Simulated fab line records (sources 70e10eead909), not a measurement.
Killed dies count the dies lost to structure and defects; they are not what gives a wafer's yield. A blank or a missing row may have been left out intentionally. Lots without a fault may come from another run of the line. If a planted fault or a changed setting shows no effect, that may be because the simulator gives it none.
fab line records | flow nandHarc
[record] lots = 5 | wafers = 15 | lastDay = 33
route steps=1302 shown P_GATE@185 END@1302
lots with no fault: from the same line, run without faults
startH: hours from the record's first day to the start of the lot's first wafer shown | waitH: how many hours have passed since the lot's step before this one | " same as the row above | L1.1+2: a row that stands for several wafers | - either no value or no given start | * or withheld: withheld | < > ~ a bound
route shown NAME@n: names a module that has steps shown in the file, with the first one's number in the route | usual: average and standard deviation across the fault-free wafers | same: alike in all rows | chamber/n: place in a boat | sites: per-site readings | _std_site: how widely they spread, as a standard deviation | _edge_site: inner sites' mean taken away from outer sites' mean | radiusMm: how far each site lies from the wafer's centre | mask NAME#n: copy n | behind: tool/chamber where the wafer was last shaped | hold: the reason the lot was held/the length of the hold in hours/how it ended | device: the n, p or np transistor that did not switch | end of line: tests run on the same wafers once the route is complete | for a step that has no rows: nothing shown but its recipe | killed: the dies lost at the first sort to structure and to defects; this is not the yield of the wafer | map: a wafer's dies, x killed, . not, _ none there
set.NAME: the run value of the setting; set.NAME@STEP: its run value at that earlier step | model.NAME: the simulator's own value behind a step, which no gauge read
certain route steps with their lots: each step a table, each wafer a row
services: the hour from which a tool's chamber was out of use, counted from the record's first day as startH (under 0 if before that day), plus the number of hours and why
[[steps]]
[step NHARC_P_GATE_CD_MEAS_59]
[recipe] targetCdNm = 720 | landingEnergyEv = 500
[usual] cdNm = 719.1/1.6
lot.wafer | tool     | chamber | startH | waitH | cdNm
L923.1    | cdSem-02 | 0       | 126.06 | -     | 719.5
L923.2    | "        | 0       | "      | "     | 717.7
L923.3    | "        | 0       | "      | "     | 720.5
L924.1    | cdSem-03 | 0       | 139.78 | -     | 716.2
L924.4    | "        | 0       | "      | "     | 718.8
L924.5    | "        | 0       | "      | "     | 718.8
L930.2    | cdSem-02 | 0       | 203.46 | -     | 720.6
L930.3    | "        | 0       | "      | "     | 721.6
L930.6    | "        | 0       | "      | "     | 722.4
L942.2    | cdSem-03 | 0       | 314.66 | -     | 719.6
L942.4    | "        | 0       | "      | "     | 718.5
L942.5    | "        | 0       | "      | "     | 718.3
L943.1    | cdSem-01 | 0       | 330.24 | -     | 720.2
L943.3    | "        | 0       | "      | "     | 717.7
L943.4    | "        | 0       | "      | "     | 716.8
[step NHARC_P_GATE_HARDBAKE_60]
[recipe] tempC = 125 | timeS = 80
[step NHARC_P_GATE_DESCUM_61]
[recipe] timeS = 3 | o2FlowSccm = 200 | arFlowSccm = 0 | biasPowerW = 0 | chemistry = O2
[usual] drypumpMotorCurrentA = 5.8/0.39 | oesProductAu = 0.997/0.0088 | rfVppV = 57.7/0.83 | showerheadPlenumPTorr = 1.91/0.062 | throttleValvePct = 11.311/0.0079
lot.wafer | tool       | chamber | startH | waitH | drypumpMotorCurrentA | oesProductAu | rfHoursCounterH | rfVppV | showerheadPlenumPTorr | throttleValvePct
L923.2    | rieDiel-03 | 0       | 126.22 | -     | 5.8                  | 0.992        | 1               | 57.7   | 1.85                  | 11.312
L923.3    | "          | 1       | "      | "     | 5.7                  | 1.013        | 1               | 57.5   | 1.85                  | 11.299
L923.1    | "          | 3       | "      | "     | 5.7                  | 1.005        | 1               | 57.7   | 1.93                  | 11.316
L924.1    | rieDiel-03 | 0       | 139.95 | -     | 5.8                  | 1.001        | 2               | 57.5   | 1.85                  | 11.319
L924.4    | "          | 2       | "      | "     | 6.2                  | 1.006        | 2               | 59.0   | 1.83                  | 11.291
L924.5    | "          | 0       | "      | "     | 5.8                  | 0.998        | -               | 57.0   | 1.85                  | 11.303
L930.3    | rieDiel-09 | 1       | 203.61 | -     | 5.3                  | 1.002        | 3               | 58.2   | 1.88                  | 11.311
L930.2    | "          | 3       | "      | "     | 5.8                  | 1.000        | 2               | 58.1   | 1.90                  | 11.317
L930.6    | "          | 1       | "      | "     | 5.3                  | 0.993        | -               | 57.7   | 1.88                  | 11.322
L942.2    | rieDiel-11 | 3       | 314.82 | -     | 4.7                  | 0.994        | 2               | 57.1   | 1.86                  | 11.316
L942.4    | "          | 0       | "      | "     | 6.2                  | 1.002        | 2               | 57.2   | 1.99                  | 11.314
L942.5    | "          | 2       | "      | "     | 5.6                  | 0.987        | -               | 57.9   | 1.95                  | 11.308
L943.3    | rieDiel-03 | 0       | 330.41 | -     | 5.8                  | 0.992        | 3               | 57.0   | 1.85                  | 11.320
L943.4    | "          | 1       | "      | "     | 5.7                  | 0.999        | 2               | 58.5   | 1.84                  | 11.302
L943.1    | "          | 2       | "      | "     | 6.2                  | 0.997        | 3               | 57.8   | 1.82                  | 11.302
[step NHARC_P_GATE_IMPLANT_62]
[recipe] energyKev = 20 | doseCm2 = 3e+15 | tiltDeg = 7
[step NHARC_P_GATE_STRIP_112]
[recipe] powerW = 1500 | tempC = 110 | timeS = 200 | chemistry = N2/H2
[usual] drypumpMotorCurrentA = 5.6/0.42 | heaterPowerW = 96/12
lot.wafer | tool           | chamber | startH | waitH | drypumpMotorCurrentA | heaterPowerW | rfHoursCounterH
L923.1    | plasmaAsher-02 | 0       | 126.59 | 0.2   | 5.9                  | 95           | 9
L923.2    | "              | 1       | "      | "     | 5.7                  | 81           | 9
L923.3    | "              | 1       | "      | "     | 5.7                  | 83           | -
L924.1    | plasmaAsher-02 | 1       | 140.31 | 0.2   | 5.7                  | 80           | 11
L924.4    | "              | 1       | "      | "     | 5.7                  | 81           | -
L924.5    | "              | 1       | "      | "     | 5.7                  | 81           | -
L930.2    | plasmaAsher-01 | 1       | 203.98 | 0.2   | 5.0                  | 91           | 5
L930.3    | "              | 0       | "      | "     | 6.0                  | 113          | -
L930.6    | "              | 1       | "      | "     | 4.9                  | 96           | -
L942.2    | plasmaAsher-02 | 1       | 315.18 | 0.2   | 5.7                  | 77           | 11
L942.4    | "              | 0       | "      | "     | 5.9                  | 95           | -
L942.5    | "              | 1       | "      | "     | 5.8                  | 76           | -
L943.1    | plasmaAsher-01 | 0       | 330.78 | 0.2   | 6.0                  | 115          | 30
L943.3    | "              | 0       | "      | "     | 6.0                  | 115          | -
L943.4    | "              | 1       | "      | "     | 5.0                  | 96           | -
[step NHARC_P_GATE_STRIP_76]
[recipe] powerW = 1500 | tempC = 250 | chemistry = O2
[usual] drypumpMotorCurrentA = 5.6/0.42 | heaterPowerW = 359/44
lot.wafer | tool           | chamber | startH | waitH | drypumpMotorCurrentA | heaterPowerW | rfHoursCounterH
L923.1    | plasmaAsher-02 | 0       | 126.85 | 0.2   | 5.9                  | 347          | 9
L923.2    | "              | 1       | "      | "     | 5.7                  | 301          | 9
L923.3    | "              | 1       | "      | "     | 5.7                  | 306          | -
L924.1    | plasmaAsher-02 | 1       | 140.57 | 0.2   | 5.7                  | 312          | 11
L924.4    | "              | 1       | "      | "     | 5.7                  | 305          | -
L924.5    | "              | 1       | "      | "     | 5.7                  | 309          | -
L930.2    | plasmaAsher-01 | 1       | 204.25 | 0.2   | 5.0                  | 347          | 5
L930.3    | "              | 0       | "      | "     | 6.0                  | 426          | -
L930.6    | "              | 1       | "      | "     | 5.0                  | 348          | -
L942.2    | plasmaAsher-02 | 1       | 315.44 | 0.2   | 5.7                  | 280          | 11
L942.4    | "              | 0       | "      | "     | 5.9                  | 367          | -
L942.5    | "              | 1       | "      | "     | 5.7                  | 291          | -
L943.1    | plasmaAsher-01 | 0       | 331.04 | 0.2   | 6.0                  | 421          | 30
L943.3    | "              | 0       | "      | "     | 6.0                  | 429          | -
L943.4    | "              | 1       | "      | "     | 4.9                  | 353          | -
[step NHARC_P_GATE_STRIP_63]
[recipe] timeS = 900 | tempC = 130 | chemistry = SPM
[step NHARC_P_GATE_DEHYDRATE_83]
[recipe] tempC = 150 | timeS = 120
[step NHARC_P_GATE_HMDS_84]
[recipe] timeS = 30
[step NHARC_P_GATE_COAT_85]
[recipe] spinRpm = 3000
[step NHARC_P_GATE_SOFTBAKE_86]
[recipe] tempC = 122 | timeS = 95
[step NHARC_P_GATE_EBR_87]
[step NHARC_P_GATE_EXPOSE_88]
[recipe] na = 0.6 | targetCdNm = 2000 | doseMj = 11.87 | maskId = P_HVN
lot.wafer  | tool          | chamber | startH | waitH | mask
L923.1+2+3 | krfScanner-03 | 0       | 127.62 | -     | P_HVN#0
L924.1+4+5 | krfScanner-04 | 0       | 141.33 | -     | P_HVN#0
L930.2+3+6 | krfScanner-04 | 0       | 204.89 | -     | P_HVN_R1#0
L942.2+4+5 | krfScanner-03 | 0       | 316.21 | -     | P_HVN#0
L943.1+3+4 | krfScanner-03 | 0       | 331.67 | -     | P_HVN#0
[step NHARC_P_GATE_PEB_89]
[recipe] pebTempC = 118 | pebTimeS = 85
[step NHARC_P_GATE_DEVELOP_90]
[recipe] timeS = 70
[step NHARC_P_GATE_CD_MEAS_91]
[recipe] targetCdNm = 2000 | landingEnergyEv = 500
[usual] cdNm = 1999.7/2.1
lot.wafer | tool     | chamber | startH | waitH | cdNm
L923.1    | cdSem-03 | 0       | 127.77 | -     | 1998.1
L923.2    | "        | 0       | "      | "     | 1997.9
L923.3    | "        | 0       | "      | "     | 1998.9
L924.1    | cdSem-03 | 0       | 141.49 | -     | 1996.9
L924.4    | "        | 0       | "      | "     | 2000.5
L924.5    | "        | 0       | "      | "     | 1999.1
L930.2    | cdSem-02 | 0       | 205.04 | -     | 1983.2
L930.3    | "        | 0       | "      | "     | 1983.3
L930.6    | "        | 0       | "      | "     | 1983.1
L942.2    | cdSem-03 | 0       | 316.37 | -     | 2000.4
L942.4    | "        | 0       | "      | "     | 1999.1
L942.5    | "        | 0       | "      | "     | 1999.3
L943.1    | cdSem-03 | 0       | 331.83 | -     | 2003.0
L943.3    | "        | 0       | "      | "     | 2002.0
L943.4    | "        | 0       | "      | "     | 1999.1
[step NHARC_P_GATE_HARDBAKE_92]
[recipe] tempC = 125 | timeS = 80
[step NHARC_P_GATE_DESCUM_93]
[recipe] timeS = 3 | o2FlowSccm = 200 | arFlowSccm = 0 | biasPowerW = 0 | chemistry = O2
[usual] drypumpMotorCurrentA = 5.8/0.42 | oesProductAu = 0.996/0.0086 | rfVppV = 57.8/0.86 | showerheadPlenumPTorr = 1.92/0.066 | throttleValvePct = 11.311/0.0091
lot.wafer | tool       | chamber | startH | waitH | drypumpMotorCurrentA | oesProductAu | rfHoursCounterH | rfVppV | showerheadPlenumPTorr | throttleValvePct | model.P_GATE.cdNm
L923.1    | rieDiel-11 | 1       | 127.93 | -     | 6.0                  | 0.998        | 2               | 58.4   | 2.02                  | 11.328           | 1998
L923.2    | "          | 3       | "      | "     | 4.8                  | 1.006        | 2               | 58.1   | 1.86                  | 11.291           | 1998
L923.3    | "          | 0       | "      | "     | 6.2                  | 1.017        | 2               | 58.4   | 1.99                  | 11.313           | 1999
L924.4    | rieDiel-03 | 2       | 141.65 | -     | 6.2                  | 1.005        | 2               | 56.5   | 1.83                  | 11.318           | 2000
L924.1    | "          | 0       | "      | "     | 5.9                  | 0.995        | 2               | 57.3   | 1.85                  | 11.297           | 1997
L924.5    | "          | 3       | "      | "     | 5.7                  | 0.997        | -               | 57.9   | 1.93                  | 11.322           | 1999
L930.3    | rieDiel-11 | 3       | 205.20 | -     | 4.8                  | 0.990        | 6               | 56.9   | 1.86                  | 11.297           | 1984
L930.2    | "          | 0       | "      | "     | 6.2                  | 1.011        | 6               | 57.4   | 1.99                  | 11.317           | 1983
L930.6    | "          | 1       | "      | "     | 6.0                  | 0.991        | -               | 58.6   | 2.01                  | 11.288           | 1983
L942.4    | rieDiel-09 | 2       | 316.52 | -     | 6.1                  | 0.997        | 12              | 58.3   | 1.96                  | 11.294           | 1999
L942.2    | "          | 0       | "      | "     | 5.9                  | 0.997        | 11              | 58.5   | 2.02                  | 11.300           | 2000
L942.5    | "          | 2       | "      | "     | 6.1                  | 0.993        | -               | 57.3   | 1.96                  | 11.320           | 1999
L943.4    | rieDiel-11 | 1       | 331.99 | -     | 6.0                  | 0.994        | 3               | 58.9   | 2.01                  | 11.313           | 1999
L943.1    | "          | 2       | "      | "     | 5.6                  | 0.988        | 3               | 57.4   | 1.95                  | 11.295           | 2004
L943.3    | "          | 0       | "      | "     | 6.2                  | 0.990        | 3               | 57.8   | 1.99                  | 11.302           | 2003
[step NHARC_P_GATE_IMPLANT_94]
[recipe] energyKev = 60 | doseCm2 = 2e+15 | tiltDeg = 7
[step NHARC_END_SORT_01]
[recipe] tempC = 25
[usual] killedAtArray = 53/21 | killedAtOther = 0.8/1.1 | killedAtPeriphery = 4.2/2.7 | killedDies = 58/22 | killedOpen = 3.4/1.9 | killedShort = 2.5/1.6
[same] grossDies = 677
lot.wafer | tool      | chamber | startH | waitH | killedAtArray | killedAtOther | killedAtPeriphery | killedDies | killedOpen | killedShort
L924.1    | prober-02 | 0       | 604.81 | 2.5   | 24            | 0             | 4                 | 28         | 3          | 3
L924.4    | prober-02 | 0       | 607.24 | 3.4   | 26            | 0             | 4                 | 30         | 3          | 3
L924.5    | prober-02 | 0       | 608.05 | 3.7   | 14            | 1             | 3                 | 18         | 3          | 1
L930.2    | prober-02 | 0       | 653.20 | 2.8   | 77            | 4             | 6                 | 87         | 2          | 2
L930.3    | prober-02 | 0       | 654.01 | 3.1   | 73            | 2             | 3                 | 78         | 7          | 2
L930.6    | prober-02 | 0       | 656.42 | 4.0   | 76            | 1             | 7                 | 84         | 0          | 3
L943.1    | prober-01 | 0       | 789.02 | 2.5   | 60            | 2             | 4                 | 66         | 3          | 2
L943.3    | prober-01 | 0       | 790.63 | 3.1   | 53            | 2             | 6                 | 61         | 5          | 3
L943.4    | prober-01 | 0       | 791.44 | 3.4   | 55            | 1             | 2                 | 58         | 3          | 4
// killed by level:class
L924.1 A_CHANNEL_HOLE_D2:chamberFilmFlake=8 A_CONTACT:chamberFilmFlake=8 P_ZERO_WELL:chamberFilmFlake=2 P_M2:chamberFilmFlake=2 A_ONON_D1:geometricParticle:open=1 A_DECK1_JOINT:geometricParticle:open=1 A_CHANNEL_FILL_D2:geometricParticle:short=1 A_SLIT:geometricParticle:short=1
L924.4 A_CHANNEL_HOLE_D2:chamberFilmFlake=9 A_CONTACT:chamberFilmFlake=8 A_SGD_CUT:geometricParticle:short=2 A_ZERO_WELL:chamberFilmFlake=2 P_M0:geometricParticle:open=1 A_DECK1_JOINT:geometricParticle:open=1 A_CHANNEL_FILL_D2:geometricParticle:short=1 A_SGD_CUT:geometricParticle:open=1
L924.5 A_CONTACT:chamberFilmFlake=6 A_CHANNEL_HOLE_D1:chamberFilmFlake=2 A_CHANNEL_HOLE_D2:chamberFilmFlake=2 P_CONTACT:geometricParticle:open=1 A_CHANNEL_FILL_D1:geometricParticle:open=1 A_SLIT:geometricParticle:short=1 A_WL_FILL:geometricParticle:open=1 P_CONTACT:chamberFilmFlake=1
L930.2 A_CHANNEL_HOLE_D1:chamberFilmFlake=27 A_SLIT:chamberFilmFlake=27 A_CHANNEL_HOLE_D2:chamberFilmFlake=13 A_CONTACT:chamberFilmFlake=5 P_BONDPAD:chamberFilmFlake=4 THIN_TSV:chamberFilmFlake=4 P_M2:geometricParticle:open=1 A_ONON_D1:geometricParticle:short=1
L930.3 A_CHANNEL_HOLE_D1:chamberFilmFlake=30 A_SLIT:chamberFilmFlake=25 A_CHANNEL_HOLE_D2:chamberFilmFlake=7 A_CHANNEL_FILL_D2:geometricParticle:open=3 A_CONTACT:chamberFilmFlake=3 P_M2:geometricParticle:short=1 A_ONON_D1:geometricParticle:open=1 A_CHANNEL_FILL_D1:geometricParticle:open=1
L930.6 A_CHANNEL_HOLE_D1:chamberFilmFlake=31 A_SLIT:chamberFilmFlake=24 A_CHANNEL_HOLE_D2:chamberFilmFlake=15 P_BONDPAD:chamberFilmFlake=7 A_CHANNEL_FILL_D2:chamberFilmFlake=2 A_ONON_D1:geometricParticle:short=1 A_DECK1_JOINT:geometricParticle:short=1 A_ONON_D2:geometricParticle:short=1
L943.1 A_SLIT:chamberFilmFlake=38 A_CONTACT:chamberFilmFlake=15 P_ZERO_WELL:chamberFilmFlake=3 A_STAIRCASE:chamberFilmFlake=2 A_CHANNEL_HOLE_D1:geometricParticle:open=1 A_DECK1_JOINT:geometricParticle:short=1 A_ONON_D2:geometricParticle:open=1 A_BLC:geometricParticle:short=1
L943.3 A_SLIT:chamberFilmFlake=31 A_CONTACT:chamberFilmFlake=13 A_CHANNEL_FILL_D2:geometricParticle:short=2 A_CHANNEL_HOLE_D1:chamberFilmFlake=2 A_BLC:geometricParticle:open=2 P_GATE:chamberFilmFlake=2 P_CONTACT:chamberFilmFlake=2 THIN_TSV:chamberFilmFlake=2
L943.4 A_SLIT:chamberFilmFlake=34 A_CONTACT:chamberFilmFlake=10 A_CHANNEL_FILL_D2:geometricParticle:short=2 A_CHANNEL_HOLE_D2:chamberFilmFlake=2 A_STAIRCASE:chamberFilmFlake=2 P_CONTACT:geometricParticle:short=1 A_CHANNEL_HOLE_D1:geometricParticle:short=1 A_CHANNEL_FILL_D1:geometricParticle:open=1
[[services]]
tool           | chamber | startH | hours | kind
rieDiel-03     | -       | 104.30 | 9.0   | pm
krfScanner-03  | -       | 110.11 | 0.7   | repair
rieDiel-09     | 3       | 111.73 | 2.7   | repair
rieDiel-09     | 0       | 119.60 | 4.2   | repair
rieDiel-09     | -       | 143.10 | 9.0   | pm
plasmaAsher-01 | -       | 165.00 | 9.0   | pm
krfScanner-04  | -       | 182.00 | 4.0   | pm
rieDiel-11     | 2       | 191.29 | 28.6  | repair
krfScanner-03  | -       | 194.53 | 0.7   | repair
krfScanner-03  | -       | 224.00 | 4.0   | pm
rieDiel-11     | 2       | 228.53 | 4.4   | repair
rieDiel-03     | 0       | 229.96 | 5.7   | repair
plasmaAsher-02 | -       | 249.03 | 9.0   | pm
plasmaAsher-02 | 0       | 249.03 | 9.0   | ventCycle
plasmaAsher-02 | 1       | 249.03 | 9.0   | ventCycle
rieDiel-11     | -       | 255.75 | 9.0   | pm
plasmaAsher-02 | 0       | 258.03 | -     | clean
plasmaAsher-02 | 1       | 258.03 | -     | clean
rieDiel-09     | 3       | 271.37 | 3.9   | repair
rieDiel-03     | -       | 281.30 | 9.0   | pm
krfScanner-04  | -       | 284.98 | 1.6   | repair
rieDiel-11     | 3       | 311.28 | 1.7   | repair
rieDiel-09     | -       | 320.10 | 9.0   | pm
krfScanner-04  | -       | 322.75 | 0.2   | repair
[[key]]
[firstSign] step = NHARC_P_GATE_EXPOSE_88 | reading = mask | direction = changed
[effect] step = NHARC_P_GATE_CD_MEAS_91 | reading = cdNm | direction = down | sigmas = 7.8 | usual = 1999.7 | struck = 1983.2
[modelEffect] step = NHARC_P_GATE_DESCUM_93 | value = P_GATE.cdNm | without = 2002 | struck = 1983
metAt NHARC_P_GATE_EXPOSE_88
struckWafers L930.2,L930.3,L930.6
testerLeftOut L930
onsetBetween 141.33 204.89
[fault] kind = wrongMask | tool = any | chamber = - | onsetH = 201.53 | steps = NHARC_P_GATE_EXPOSE_88 | auxCopy = P_HVN_R1#0 | cdOffsetNm = -18.805 | scope = struckLotsOnly
// testerLeftOut: of these lots the tester's yield and bins aren't shown, on N5 and GAA mostly nor the transistor test; their killed dies are dies lost to structure and defects alone, not to doping, threshold or leakage, so they don't give the yield
